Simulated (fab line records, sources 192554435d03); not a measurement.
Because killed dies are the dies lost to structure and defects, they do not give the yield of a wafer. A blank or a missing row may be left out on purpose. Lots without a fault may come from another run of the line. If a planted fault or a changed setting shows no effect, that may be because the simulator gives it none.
Split-lot study + flow n5 finfet + on a route of 1938 steps: 7 lots, 39 wafers read

== SPLIT DETAILS ==
At N5_BEOL_M0_SAQP_ETCH_107 (etches SiNx in CH3F/O2, target depth 30 nm), the setting target depth a was moved away from the recipe's 300 angstrom on 12 of the 39 wafers read, by -49.0% to +40.1%. For the rest of the wafers, this setting stayed at what the recipe calls for.

Reading taken at the split's own step.

== THE READING ==
SOC_of_BEOL_M0_SAQP_COAT_105.thk nm (the simulator's own value, which no gauge read), in nm, at N5_BEOL_M0_SAQP_ETCH_107 (etches SiNx in CH3F/O2, target depth 30 nm). The file does not state a usual value for it. Across the 27 wafers here that went through the recipe, the average is 13.2 nm and the standard deviation 1.2 nm.

| wafer  | tool, chamber at the split | target depth a as run, angstrom | against the recipe | SOC_of_BEOL_M0_SAQP_COAT_105.thk nm, nm | against lot-mates on the recipe |
|--------|----------------------------|---------------------------------|--------------------|-----------------------------------------|---------------------------------|
| L074.1 | rie diel-04, 1             | 300                             | recipe             | 11.8                                    | -                               |
| L074.2 | rie diel-04, 0             | 420.3                           | +40.1%             | 7.2                                     | -5.1                            |
| L074.3 | rie diel-04, 2             | 420.3                           | +40.1%             | 8.8                                     | -3.5                            |
| L074.4 | rie diel-04, 2             | 300                             | recipe             | 13.2                                    | -                               |
| L074.5 | rie diel-04, 0             | 300                             | recipe             | 11.8                                    | -                               |
| L074.6 | rie diel-04, 1             | 420.3                           | +40.1%             | 8                                       | -4.3                            |
| L078.1 | rie diel-04, 2             | 300                             | recipe             | 12.8                                    | -                               |
| L078.2 | rie diel-04, 0,3           | 300                             | recipe             | 12                                      | -                               |
| L078.3 | rie diel-04, 0,3           | 300                             | recipe             | 12                                      | -                               |
| L078.4 | rie diel-04, 1             | 300                             | recipe             | 12.2                                    | -                               |
| L078.5 | rie diel-04, 0             | 300                             | recipe             | 11.2                                    | -                               |
| L078.6 | rie diel-04, 1             | 300                             | recipe             | 12.4                                    | -                               |
| L080.1 | rie diel-03, 2             | 300                             | recipe             | 12.6                                    | -                               |
| L080.2 | rie diel-03, 0             | 168.1                           | -44.0%             | 19.4                                    | +6.3                            |
| L080.3 | rie diel-03, 1             | 300                             | recipe             | 14.6                                    | -                               |
| L080.4 | rie diel-03, 1             | 168.1                           | -44.0%             | 18.6                                    | +5.5                            |
| L080.5 | rie diel-03, 2             | 300                             | recipe             | 12.2                                    | -                               |
| L080.6 | rie diel-03, 0             | 168.1                           | -44.0%             | 19.2                                    | +6.1                            |
| L081.2 | rie diel-03, 0             | 300                             | recipe             | 14.4                                    | -                               |
| L081.5 | rie diel-03, 1             | 300                             | recipe             | 14.8                                    | -                               |
| L081.6 | rie diel-03, 0             | 300                             | recipe             | 14                                      | -                               |
| L084.1 | rie diel-06, 2             | 152.9                           | -49.0%             | 21                                      | +8.1                            |
| L084.2 | rie diel-06, 3             | 300                             | recipe             | 13.6                                    | -                               |
| L084.3 | rie diel-06, 0             | 152.9                           | -49.0%             | 19.8                                    | +6.9                            |
| L084.4 | rie diel-06, 1             | 300                             | recipe             | 12.4                                    | -                               |
| L084.5 | rie diel-06, 0             | 152.9                           | -49.0%             | 19                                      | +6.1                            |
| L084.6 | rie diel-06, 1             | 300                             | recipe             | 12.6                                    | -                               |
| L088.1 | rie diel-03, 3             | 300                             | recipe             | 14.6                                    | -                               |
| L088.2 | rie diel-03, 0             | 300                             | recipe             | 14.8                                    | -                               |
| L088.3 | rie diel-03, 1             | 300                             | recipe             | 15.2                                    | -                               |
| L088.4 | rie diel-03, 2             | 300                             | recipe             | 12.8                                    | -                               |
| L088.5 | rie diel-03, 3             | 300                             | recipe             | 14.4                                    | -                               |
| L088.6 | rie diel-03, 0             | 300                             | recipe             | 15                                      | -                               |
| L090.1 | rie diel-06, 2             | 215.9                           | -28.0%             | 17.4                                    | +4.3                            |
| L090.2 | rie diel-06, 0             | 300                             | recipe             | 13.8                                    | -                               |
| L090.3 | rie diel-06, 3             | 215.9                           | -28.0%             | 16                                      | +2.9                            |
| L090.4 | rie diel-06, 1             | 215.9                           | -28.0%             | 15.4                                    | +2.3                            |
| L090.5 | rie diel-06, 0             | 300                             | recipe             | 13.6                                    | -                               |
| L090.6 | rie diel-06, 1             | 300                             | recipe             | 12                                      | -                               |
If several chambers appear in one row, that row covers several wafers at once and the file leaves open which wafer was in which chamber.

FIT RESULTS
A straight line over all 39 wafers: SOC_of_BEOL_M0_SAQP_COAT_105.thk nm changes by -0.131 nm for each +1% of target depth a; r = -0.94; the points scatter about the line by 1.1 nm.
The same after taking each lot's own level away (the mean of its wafers on the recipe; 39 wafers): -0.127 nm for each +1%; r = -0.96; scatter 0.79 nm.
That fit puts the effect of the largest move of target depth a on the reading at 6.2 nm.
From 12.10 to 14.47 nm: that is the span of the lots' own levels, equal to 2.0 times the standard deviation above.
The two slopes are in agreement: the lot-to-lot level therefore moves the slope only a little.
Check: for one of the wafers moved furthest among these (-49.0%), held out of the fit, the line's prediction against its lot-mates is +6.11 nm. It came out at +8.13 nm against them.

== OTHER SPLITS APPLIED TO THESE WAFERS ==
Note: prior to the reading, these wafers also went through further splits. Each is held against what the fit with the lots' levels taken away leaves over:
| other split on the same wafers     | wafers away from the commonest value | r with SOC_of_BEOL_M0_SAQP_COAT_105.thk nm (lot level and that fit taken away) |
|------------------------------------|--------------------------------------|--------------------------------------------------------------------------------|
| N5_ZERO_LAYER_PECVD_02 time s      | 18                                   | -0.12                                                                          |
| N5_FIN_SAQP_PECVD_06 time s        | 15                                   | +0.14                                                                          |
| N5_SD_EPI_N_ETCH_45 target depth a | 18                                   | +0.13                                                                          |
| N5_HKMG_FIN_ETCH_55 time s         | 15                                   | +0.40                                                                          |

== THE WHOLE CHAIN: every reading that the file lists as answering this split, in the file's order ==
| step                     | what it does                               | reading                                                                              | change (the file's fit)               | r (the file's) |
|--------------------------|--------------------------------------------|--------------------------------------------------------------------------------------|---------------------------------------|----------------|
| N5_BEOL_M0_SAQP_ETCH_107 | etches SiNx in CH3F/O2, target depth 30 nm | BEOL_M0_SAQP.feature depth nm (the simulator's own value, which no gauge read)       | +0.306 nm for each +1% of the setting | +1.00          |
| N5_BEOL_M0_SAQP_ETCH_107 | etches SiNx in CH3F/O2, target depth 30 nm | SOC_of_BEOL_M0_SAQP_COAT_105.thk nm (the simulator's own value, which no gauge read) | -0.129 nm for each +1% of the setting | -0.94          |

== THE FILE'S OWN FIT ==
SOC_of_BEOL_M0_SAQP_COAT_105.thk nm changes by -0.129 nm for each +1% of target depth a, r = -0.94.
